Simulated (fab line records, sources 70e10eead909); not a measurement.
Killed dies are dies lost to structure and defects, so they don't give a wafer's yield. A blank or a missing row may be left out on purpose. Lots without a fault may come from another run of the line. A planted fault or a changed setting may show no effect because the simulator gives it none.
fab line records | flow nand_harc
record lots=6 wafers=18 last_day=33
route steps=1302 shown A_CONTACT@1075 END@1302
lots that met no fault: from a run of the same line without faults
start_h: hours from the record's first day to the start of the lot's first wafer shown | wait_h: hours since the lot's step before | " the same as in the row above | L1.1+2: a row that stands for several wafers | - no value, or no start given | * or withheld: withheld | < > ~ a bound
route shown NAME@n: a module of which the file shows steps, and the number in the route of the first | usual: mean/standard deviation of fault-free wafers | same: alike in all rows | chamber/n: place in a boat | sites: the reading at each site | _std_site: their standard deviation | _edge_site: outer sites' mean less inner sites' | radius_mm: how far each site lies from the wafer's centre | mask NAME#n: copy n | behind: the tool/chamber that last shaped the wafer | hold: why the lot was held/for how many hours/how that ended | device: the transistor (n, p or np) that didn't switch | end of line: the same wafers' tests at the end of the route | a step without rows: its recipe alone | killed: dies lost to structure and defects at the first sort, not the wafer's yield | map: a wafer's dies, x killed, . not, _ none there
set.NAME: the setting as run; set.NAME@STEP: as run at that earlier step | model.NAME: the simulator's own value behind a step, which no gauge read
lots at some steps of the route; a table a step, a row a wafer
services: from which hour (start_h, from the record's first day; less than 0 if before it) a tool's chamber was out of use, for how many hours, and why
## steps
# step NHARC_A_CONTACT_EXPOSE_05
# recipe na=1.35 sigma_outer=0.8 dose_mj=84.24 mask_id=A_CC
# step NHARC_A_CONTACT_PEB_06
# recipe peb_temp_c=100 peb_time_s=65
# step NHARC_A_CONTACT_DEVELOP_07
# recipe develop_time_s=35 dev_temp_c=23
# step NHARC_A_CONTACT_CD_MEAS_08
# recipe target_cd_nm=200 landing_energy_ev=500
# usual cd_nm=200.1/0.62
# columns lot.wafer tool chamber start_h wait_h cd_nm
L728.2 cd_sem-03 0 575.07 - 200.5
L728.5 " 0 " " 201.4
L728.6 " 0 " " 200.0
L735.3 cd_sem-02 0 628.47 - 200.1
L735.4 " 0 " " 199.7
L735.5 " 0 " " 198.8
L736.2 cd_sem-01 0 629.39 - 199.4
L736.3 " 0 " " 199.6
L736.6 " 0 " " 200.7
L742.3 cd_sem-03 0 700.98 - 200.1
L742.4 " 0 " " 200.2
L742.6 " 0 " " 200.2
L744.3 cd_sem-01 0 721.24 - 199.4
L744.5 " 0 " " 199.7
L744.6 " 0 " " 200.0
L745.1 cd_sem-03 0 729.01 - 200.4
L745.3 " 0 " " 200.3
L745.5 " 0 " " 200.9
# step NHARC_A_CONTACT_OVL_MEAS_09
# usual overlay_x_nm=-0.1/0.91 overlay_y_nm=-0.2/0.85
# columns lot.wafer tool chamber start_h wait_h overlay_x_nm overlay_y_nm
L728.2 overlay-02 - 575.16 - 0.6 -1.4
L728.5 " - " " -0.1 -1.8
L728.6 " - " " 0.0 -1.7
L735.3 overlay-01 - 628.55 - -0.1 -0.9
L735.4 " - " " -0.5 -0.6
L735.5 " - " " 0.0 -0.8
L736.2 overlay-02 - 629.48 - -1.0 0.8
L736.3 " - " " -1.3 0.0
L736.6 " - " " -1.1 0.4
L742.3 overlay-02 - 701.06 - 0.3 0.7
L742.4 " - " " 0.6 0.9
L742.6 " - " " 0.7 0.8
L744.3 overlay-02 - 721.32 - 0.4 -1.3
L744.5 " - " " 0.7 -1.5
L744.6 " - " " 0.6 -0.7
L745.1 overlay-01 - 729.10 - 0.9 -1.0
L745.3 " - " " 0.8 -0.8
L745.5 " - " " 0.9 -1.0
# step NHARC_A_CONTACT_INSPECT_10
# usual raw_defect_count=78/37
# columns lot.wafer tool chamber start_h wait_h raw_defect_count
L728.2 defect_inspect-02 - 575.19 0.0 40
L728.5 " - " " 40
L728.6 " - " " 33
L735.3 defect_inspect-02 - 628.59 0.0 19
L735.4 " - " " 15
L735.5 " - " " 19
L736.2 defect_inspect-02 - 629.52 0.0 143
L736.3 " - " " 121
L736.6 " - " " 134
L742.3 defect_inspect-02 - 701.10 0.0 118
L742.4 " - " " 111
L742.6 " - " " 113
L744.3 defect_inspect-02 - 721.36 0.0 20
L744.5 " - " " 24
L744.6 " - " " 15
L745.1 defect_inspect-02 - 729.14 0.0 125
L745.3 " - " " 92
L745.5 " - " " 112
# step NHARC_A_CONTACT_DESCUM_13
# recipe time_s=3 o2_flow_sccm=200 ar_flow_sccm=0 bias_power_w=0 chemistry=O2
# step NHARC_A_CONTACT_ETCH_88
# recipe target_depth_a=390 over_etch_frac=0.3 time_s=65 ion_energy_ev=80 cf4_flow_sccm=150 ar_flow_sccm=0 rf_w=300 bias_w=100 chemistry=CF4
# step NHARC_A_CONTACT_ETCH_89
# recipe target_depth_a=2600 over_etch_frac=0.3 time_s=475.3 ion_energy_ev=200 n2_flow_sccm=150 h2_flow_sccm=150 ar_flow_sccm=0 rf_w=400 bias_w=150 chemistry=N2/H2
# step NHARC_A_CONTACT_ETCH_30
# recipe target_depth_a=726 time_s=36.3 cf4_flow_sccm=100 chf3_flow_sccm=30 ar_flow_sccm=0 rf_w=500 bias_w=200 chemistry=CF4/CHF3
# step NHARC_A_CONTACT_ETCH_31
# recipe target_depth_a=28000 over_etch_frac=0.3 time_s=728 ion_energy_ev=150 o2_flow_sccm=400 cos_flow_sccm=20 ar_flow_sccm=0 rf_w=500 bias_w=300 chemistry=O2/COS
# step NHARC_A_CONTACT_ETCH_134
# recipe source_w=withheld pressure_mtorr=20 bias_v=withheld time_s=140 target_depth_a=7000 ar_flow_sccm=withheld c4f8_flow_sccm=withheld o2_flow_sccm=withheld chemistry=C4F8/O2/Ar
# usual chamber_pressure_mTorr=19.996/0.018
# columns lot.wafer tool chamber start_h wait_h chamber_pressure_mTorr rf_hours_counter_h
L728.2 har_cap_etch-03 0 576.58 - 20.005 54
L728.6 " 1 " " 19.998 -
L728.5 " 0 " " 20.033 -
L735.3 har_cap_etch-03 0 629.89 - 19.993 -
L735.4 " 1 " " 19.982 -
L735.5 " 0 " " 19.982 -
L736.2 har_cap_etch-03 0 631.39 - 19.971 67
L736.3 " 0 " " 20.001 -
L736.6 " 1 " " 19.999 -
L742.3 har_cap_etch-03 1 703.00 - 20.022 -
L742.4 " 0 " " 19.982 -
L742.6 " 1 " " 19.957 -
L744.3 har_cap_etch-01 0 723.01 - 19.984 -
L744.6 " 1 " " 19.986 -
L744.5 " 0 " " 20.001 -
L745.1 har_cap_etch-01 1 730.34 - 19.979 42
L745.3 " 1 " " 19.992 -
L745.5 " 1 " " 20.048 -
# step NHARC_A_CONTACT_ETCH_135
# recipe source_w=withheld pressure_mtorr=20 bias_v=1200 time_s=311 target_depth_a=19120 ar_flow_sccm=withheld c4f8_flow_sccm=withheld o2_flow_sccm=withheld chemistry=C4F8/O2/Ar
# usual chamber_pressure_mTorr=20.000/0.019
# columns lot.wafer tool chamber start_h wait_h chamber_pressure_mTorr rf_hours_counter_h
L728.2 har_cap_etch-03 0 576.80 0.2 20.005 54
L728.6 " 1 " " 20.008 -
L728.5 " 0 " " 19.995 -
L735.3 har_cap_etch-03 0 630.11 0.2 20.010 -
L735.4 " 1 " " 19.991 -
L735.5 " 0 " " 19.999 -
L736.2 har_cap_etch-03 0 631.59 0.2 19.969 67
L736.3 " 0 " " 19.965 -
L736.6 " 1 " " 19.997 -
L742.3 har_cap_etch-03 1 703.22 0.2 20.011 -
L742.4 " 0 " " 19.966 -
L742.6 " 1 " " 19.969 -
L744.3 har_cap_etch-01 0 723.24 0.2 19.985 -
L744.6 " 1 " " 19.979 -
L744.5 " 0 " " 20.004 -
L745.1 har_cap_etch-01 1 730.54 0.2 19.981 42
L745.3 " 1 " " 19.985 -
L745.5 " 1 " " 19.993 -
# step NHARC_A_CONTACT_ETCH_136
# recipe source_w=withheld pressure_mtorr=20 bias_v=1200 time_s=311 target_depth_a=19120 ar_flow_sccm=withheld c4f8_flow_sccm=withheld o2_flow_sccm=withheld chemistry=C4F8/O2/Ar
# step NHARC_A_CONTACT_ETCH_137
# recipe source_w=withheld pressure_mtorr=20 bias_v=1200 time_s=311 target_depth_a=19120 ar_flow_sccm=withheld c4f8_flow_sccm=withheld o2_flow_sccm=withheld chemistry=C4F8/O2/Ar
# step NHARC_A_CONTACT_ETCH_138
# recipe source_w=withheld pressure_mtorr=20 bias_v=1200 time_s=311 target_depth_a=19140 ar_flow_sccm=withheld c4f8_flow_sccm=withheld o2_flow_sccm=withheld chemistry=C4F8/O2/Ar
# step NHARC_A_CONTACT_ETCH_139
# recipe source_w=withheld pressure_mtorr=20 bias_v=400 time_s=195 target_depth_a=8400 ar_flow_sccm=withheld c4f8_flow_sccm=11.5 o2_flow_sccm=7.2 chemistry=C4F8/O2/Ar
# usual chamber_pressure_mTorr=20.000/0.019
# columns lot.wafer tool chamber start_h wait_h chamber_pressure_mTorr rf_hours_counter_h
L728.2 har_cap_etch-03 0 577.88 0.2 20.039 55
L728.6 " 1 " " 20.004 -
L728.5 " 0 " " 20.015 -
L735.3 har_cap_etch-03 0 631.21 0.2 19.985 -
L735.4 " 1 " " 20.029 -
L735.5 " 0 " " 19.974 -
L736.2 har_cap_etch-03 0 632.68 0.2 19.961 69
L736.3 " 0 " " 19.997 -
L736.6 " 1 " " 19.993 -
L742.3 har_cap_etch-03 1 704.30 0.2 20.021 -
L742.4 " 0 " " 19.973 -
L742.6 " 1 " " 19.979 -
L744.3 har_cap_etch-01 0 724.33 0.2 19.988 -
L744.6 " 1 " " 19.987 -
L744.5 " 0 " " 20.008 -
L745.1 har_cap_etch-01 1 731.63 0.2 19.997 43
L745.3 " 1 " " 20.012 -
L745.5 " 1 " " 20.028 -
# step NHARC_A_CONTACT_ETCH_92
# recipe target_depth_a=400 over_etch_frac=0.5 time_s=85.7 ion_energy_ev=120 ch3f_flow_sccm=50 o2_flow_sccm=30 ar_flow_sccm=200 rf_w=500 bias_w=100 chemistry=CH3F/O2
# step NHARC_A_CONTACT_ETCH_98
# recipe target_depth_a=200 over_etch_frac=0.5 time_s=10 ion_energy_ev=250 c4f6_flow_sccm=25 o2_flow_sccm=20 ar_flow_sccm=500 rf_w=600 bias_w=500 chemistry=C4F6/O2
# step NHARC_A_CONTACT_CD_MEAS_15
# usual cd_nm=190.1/0.66
# columns lot.wafer tool chamber start_h wait_h cd_nm
L728.2 cd_sem-02 - 578.61 - 190.1
L728.5 " - " " 189.8
L728.6 " - " " 191.1
L735.3 cd_sem-03 - 631.89 - 189.6
L735.4 " - " " 189.0
L735.5 " - " " 189.2
L736.2 cd_sem-03 - 633.46 - 189.8
L736.3 " - " " 190.4
L736.6 " - " " 190.5
L742.3 cd_sem-02 - 704.99 - 189.6
L742.4 " - " " 189.8
L742.6 " - " " 190.0
L744.3 cd_sem-02 - 724.97 - 189.6
L744.5 " - " " 190.2
L744.6 " - " " 189.8
L745.1 cd_sem-01 - 732.41 - 191.0
L745.3 " - " " 191.0
L745.5 " - " " 190.7
# step NHARC_A_CONTACT_STRIP_107
# recipe n2_flow_sccm=150 h2_flow_sccm=150 ar_flow_sccm=0 bias_w=0 chemistry=N2/H2
# step NHARC_A_CONTACT_STRIP_108
# recipe cf4_flow_sccm=100 chf3_flow_sccm=30 ar_flow_sccm=0 bias_w=0 chemistry=CF4/CHF3
# step NHARC_A_CONTACT_STRIP_109
# recipe o2_flow_sccm=400 cos_flow_sccm=20 ar_flow_sccm=0 bias_w=0 chemistry=O2/COS
# step NHARC_A_CONTACT_ETCH_110
# recipe target_depth_a=600 overetch_a=60 time_s=33 ion_energy_ev=100 cf4_flow_sccm=80 o2_flow_sccm=20 ar_flow_sccm=0 rf_w=300 bias_w=100 chemistry=CF4/O2
# usual cf4_flow_sccm=80.02/0.23 chamber_pressure_mTorr=29.99/0.052 drypump_motor_current_A=5.75/0.25 oes_product_au=0.998/0.013 rf_fwd_power_W=296.3/1.3 rf_vpp_V=198.2/1.2 showerhead_plenum_p_Torr=1.36/0.049 throttle_valve_pct=13.398/0.0086
# columns lot.wafer tool chamber start_h wait_h cf4_flow_sccm chamber_pressure_mTorr drypump_motor_current_A oes_product_au rf_fwd_power_W rf_hours_counter_h rf_vpp_V showerhead_plenum_p_Torr throttle_valve_pct
L728.2 rie_diel-05 1 578.92 0.1 79.95 30.01 5.99 0.985 297.7 29 200.4 1.35 13.389
L728.5 " 2 " " 80.11 29.96 6.08 1.015 296.6 - 197.1 1.27 13.384
L728.6 " 3 " " 80.31 29.97 5.69 1.017 297.7 - 197.9 1.38 13.381
L735.4 rie_diel-05 1 632.19 0.1 80.32 29.99 5.98 0.964 295.8 10 197.2 1.35 13.401
L735.3 " 2 " " 79.90 29.99 6.14 1.009 295.2 9 197.0 1.27 13.388
L735.5 " 3 " " 80.08 29.95 5.70 0.993 295.8 - 199.6 1.38 13.387
L736.2 rie_diel-05 0 633.75 0.1 80.02 29.98 5.70 1.006 295.8 11 197.3 1.34 13.389
L736.3 " 2 " " 80.14 30.02 6.00 1.027 295.6 9 195.9 1.27 13.392
L736.6 " 3 " " 80.10 30.05 5.71 0.991 297.8 - 199.1 1.38 13.385
L742.4 rie_diel-05 2 705.28 0.1 79.89 29.97 6.11 1.011 296.7 24 195.7 1.27 13.386
L742.3 " 3 " " 79.85 30.03 5.69 0.987 297.6 24 199.3 1.38 13.388
L742.6 " 1 " " 80.24 29.98 5.98 0.992 296.1 - 198.5 1.35 13.407
L744.3 rie_diel-05 2 725.27 0.1 80.13 30.03 6.04 1.005 297.8 29 196.9 1.26 13.413
L744.6 " 3 " " 79.39 29.98 5.70 0.988 296.1 - 199.1 1.38 13.391
L744.5 " 0 " " 79.93 29.99 5.68 0.992 296.7 - 197.8 1.33 13.381
L745.1 rie_diel-10 1 732.71 0.1 80.19 30.02 5.72 0.994 297.7 39 197.4 1.32 13.395
L745.3 " 2 " " 79.97 30.03 5.39 1.017 296.3 38 198.2 1.43 13.389
L745.5 " 0 " " 79.76 29.98 5.44 0.995 295.3 - 198.5 1.41 13.404
# step NHARC_A_CONTACT_STRIP_26
# recipe o2_flow_sccm=500 ar_flow_sccm=0 bias_w=0 chemistry=O2
# step NHARC_A_CONTACT_STRIP_27
# recipe time_s=600 temp_c=30 chemistry=post_etch_residue_remover
# step NHARC_A_CONTACT_ALD_18
# recipe target_thk_a=30 pulse_time_s=1 ald_cycles=150 temp_c=450 material=TiN
# step NHARC_A_CONTACT_CVD_19
# recipe target_thk_a=3000 temp_c=300 pressure_torr=40 wf6_flow_sccm=40 h2_flow_sccm=1600 ar_flow_sccm=1560 time_s=802 material=W
# usual heater_power_w=451/13 throttle_valve_pct=7.91/0.28
# columns lot.wafer tool chamber start_h wait_h heater_power_w throttle_valve_pct
L728.2 cvd_w-01 1 - - 437 7.92
L728.5 " 1 " " 437 7.67
L728.6 " 0 " " 450 8.49
L735.3 cvd_w-01 0 - - 469 8.33
L735.4 " 1 " " 433 8.06
L735.5 " 0 " " 441 8.30
L736.2 cvd_w-01 0 - - 445 7.95
L736.3 " 1 " " 433 7.98
L736.6 " 0 " " 458 8.38
L742.3 cvd_w-02 1 - - 441 7.30
L742.4 " 0 " " 474 7.96
L742.6 " 0 " " 472 8.09
L744.3 cvd_w-02 1 - - 468 7.43
L744.6 " 1 " " 456 7.35
L744.5 " 0 " " 484 7.78
L745.1 cvd_w-02 0 - - 461 7.87
L745.3 " 0 " " 477 8.09
L745.5 " 1 " " 452 7.18
# step NHARC_A_CONTACT_CMP_20
# recipe t_overpolish_s=30 target_thk_nm=300
# usual edge_zone_pressure_frac=1.000/0.0048 motor_current_A=12.5/1.3 overpolish_run_s=30.001/0.0098 time_to_endpoint_s=61/3.2
# columns lot.wafer tool chamber start_h wait_h edge_zone_pressure_frac motor_current_A overpolish_run_s time_to_endpoint_s
L728.2 cmp-02 2 580.65 0.8 1.005 11.5 29.999 57
L728.6 " 2 " " 1.005 10.6 29.997 57
L728.5 " 3 " " 0.999 10.6 30.008 56
L735.4 cmp-02 2 633.93 0.4 1.001 12.1 29.993 58
L735.3 " 1 " " 0.999 13.3 30.004 61
L735.5 " 3 " " 0.999 11.1 29.996 54
L736.3 cmp-02 1 635.49 0.4 1.000 13.0 30.004 62
L736.2 " 0 " " 1.002 11.0 30.001 69
L736.6 " 2 " " 0.999 11.6 30.003 61
L742.4 cmp-01 2 707.08 0.4 1.007 13.6 30.019 62
L742.3 " 3 " " 0.999 14.2 30.000 68
L742.6 " 1 " " 1.001 15.1 30.016 63
L744.3 cmp-04 1 727.00 0.5 1.001 11.4 30.008 56
L744.6 " 1 " " 0.995 11.7 30.011 55
L744.5 " 2 " " 0.993 14.1 29.992 60
L745.1 cmp-02 3 734.45 0.8 1.006 11.3 29.975 61
L745.3 " 1 " " 0.999 13.2 29.986 64
L745.5 " 3 " " 1.010 11.3 29.992 62
# step NHARC_A_CONTACT_SRD_22
# step NHARC_END_SORT_01
# recipe temp_c=25
# usual killed_at_array=58/22 killed_at_other=1.0/1.3 killed_at_periphery=5/3.4 killed_dies=64/22 killed_open=3.6/1.8 killed_short=2.4/1.7
# same gross_dies=677
# columns lot.wafer tool chamber start_h wait_h killed_at_array killed_at_other killed_at_periphery killed_dies killed_open killed_short
L736.2 prober-02 0 706.42 2.8 187 1 1 189 3 0
L736.3 prober-02 0 707.21 3.1 141 0 3 144 4 1
L736.6 prober-02 0 709.60 4.0 176 0 2 178 2 1
L735.3 prober-01 0 706.71 3.0 123 0 2 125 3 1
L735.4 prober-01 0 707.49 3.3 119 0 4 123 6 3
L735.5 prober-01 0 708.28 3.6 111 0 2 113 4 1
# killed by level:class
L736.2 A_CONTACT:unspecified=94 A_CHANNEL_HOLE_D1:chamber_film_flake=34 A_SLIT:chamber_film_flake=28 A_CHANNEL_HOLE_D2:chamber_film_flake=21 A_M0:chamber_film_flake=2 A_M1:chamber_film_flake=2 P_CONTACT:geometric_particle:open=1 A_ONON_D1:geometric_particle:open=1
L735.3 A_CONTACT:unspecified=104 A_CHANNEL_HOLE_D1:chamber_film_flake=7 A_CONTACT:chamber_film_flake=3 A_M0:chamber_film_flake=3 P_GATE:geometric_particle:open=1 A_CHANNEL_FILL_D1:geometric_particle:short=1 A_CHANNEL_FILL_D2:geometric_particle:open=1 A_M0:geometric_particle:open=1
L736.3 A_CONTACT:unspecified=93 A_SLIT:chamber_film_flake=21 A_CHANNEL_HOLE_D2:chamber_film_flake=12 A_CHANNEL_HOLE_D1:chamber_film_flake=8 A_WL_FILL:chamber_film_flake=4 P_GATE:geometric_particle:short=1 P_CONTACT:geometric_particle:open=1 P_M0:geometric_particle:open=1
L735.4 A_CONTACT:unspecified=98 A_CHANNEL_HOLE_D1:chamber_film_flake=5 A_CONTACT:chamber_film_flake=3 A_SLIT:chamber_film_flake=2 A_M0:chamber_film_flake=2 P_GATE:geometric_particle:open=1 P_CONTACT:geometric_particle:open=1 P_M0:geometric_particle:open=1
L735.5 A_CONTACT:unspecified=96 A_CHANNEL_HOLE_D1:chamber_film_flake=8 P_CONTACT:geometric_particle:open=1 P_M1:geometric_particle:open=1 A_DECK1_JOINT:geometric_particle:short=1 A_WL_FILL:geometric_particle:open=1 A_CONTACT:geometric_particle:open=1 A_DECK1_JOINT:chamber_film_flake=1
L736.6 A_CONTACT:unspecified=99 A_SLIT:chamber_film_flake=32 A_CHANNEL_HOLE_D1:chamber_film_flake=30 A_M1:chamber_film_flake=5 A_CHANNEL_HOLE_D2:chamber_film_flake=4 A_WL_FILL:chamber_film_flake=3 P_M0:geometric_particle:short=1 P_M1:geometric_particle:open=1
# map L735.3 (x killed, . not)
____________.____________
_________......._________
_______..........._______
______.............______
_____..............._____
____.................____
____.x...............____
___.x.................___
___xxxx...............___
__xxxxxx.............x.__
__xxxxxx...........x...__
_xxxxxxxx..............._
_xxxxxxxx..x.........x.._
_xxxxxxxxx...........x.._
_xxxxxxxx............x.._
_xxxxxxxxx.............._
xxxxxxxxxx..............x
xxxxxxxxx................
xxxxxxxxxx...............
.xxxxxx.x.......x..x.....
..xxxx...................
_.xxxxx............x...._
_......................._
_...............x......._
_.x.......x............._
_......................._
__.........xx..........__
__........x............__
___..........x........___
___.......x...........___
____......x..........____
____........x........____
_____..............._____
______.............______
_______..........._______
_________......._________
____________.____________
# map L736.2 (x killed, . not)
____________.____________
_________......._________
_______..........._______
______.............______
_____..............._____
____.................____
____.................____
___x..................___
___xxx...x............___
__xxxxxx...............__
__xxxxxx...............__
_xxxxxxx...........x...._
_xxxxxxxx......x.x......_
_xxxxxxxxxx............._
_xxxxxxxx.x..xx.x......._
_xxxxxxxx..xxx.........._
xxxxxxxxxx.xxxx........x.
.xxxxxxx..xxxxx..x.......
.xxxxxxx..x.xxxx.........
.xxxx.xx.x.xxxxx.........
x.xxxxxx..x..xx..........
_..xxxx....xx..........._
_.xxx..x....xx.........._
_.xxx........x..x......._
_x.xxx.......x.........._
_xxxxxx...xxxxxx........_
__xxxx.......x...x.....__
__xxxx.....xxxxx.......__
___.xx......x.x.x.....___
___...x......x........___
____........xxx......____
____.................____
_____..............._____
______.............______
_______..........._______
_________......._________
____________.____________
## services
# columns tool chamber start_h hours kind
cmp-02 - 562.43 0.7 repair
cmp-02 - 565.38 4.0 pm
cmp-01 - 579.18 4.0 pm
rie_diel-05 - 584.22 9.0 pm
rie_diel-10 0 593.91 3.1 repair
rie_diel-10 - 599.96 9.0 pm
cmp-04 - 601.29 4.0 pm
cmp-04 - 614.39 1.5 repair
cmp-02 - 617.78 2.6 repair
rie_diel-10 3 622.77 5.5 repair
cvd_w-02 - 631.00 13.0 pm
cmp-04 - 634.66 4.2 repair
cvd_w-01 - 637.65 0.9 repair
cmp-02 - 639.23 0.5 repair
rie_diel-05 0 641.73 1.7 repair
cmp-04 - 652.25 1.1 repair
cvd_w-02 0 657.37 2.5 repair
cmp-02 - 659.27 5.8 repair
cmp-02 - 665.12 4.0 pm
rie_diel-05 1 684.98 12.2 repair
cmp-02 - 686.10 0.9 repair
cmp-02 - 701.79 3.2 repair
cmp-02 - 720.59 0.9 repair
cvd_w-01 - 728.00 13.0 pm
## key
first_sign step=NHARC_END_SORT_01 reading=killed_at_array direction=up sigmas=3.9 usual=58 struck=143
effect step=NHARC_END_SORT_01 reading=killed_dies direction=up sigmas=3.7 usual=64 struck=145
more_kills_born_at NHARC_A_CONTACT_ETCH_135@har_cap_etch-03=580
met_at NHARC_A_CONTACT_ETCH_135
struck_wafers L735.3,L735.4,L735.5,L736.2,L736.3,L736.6
tester_left_out L735,L736
onset_between 576.80 630.11
also_fits NHARC_A_CONTACT_CVD_19:cvd_w-01
fault kind=chamber_particle_source tool=har_cap_etch-03 chamber=- onset_h=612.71 steps=NHARC_A_CONTACT_ETCH_135 rate_per_visit_cm2=2.0164 end_h=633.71
# tester_left_out: of these lots the tester's yield and bins aren't shown, on N5 and GAA mostly nor the transistor test; their killed dies are dies lost to structure and defects alone, not to doping, threshold or leakage, so they don't give the yield
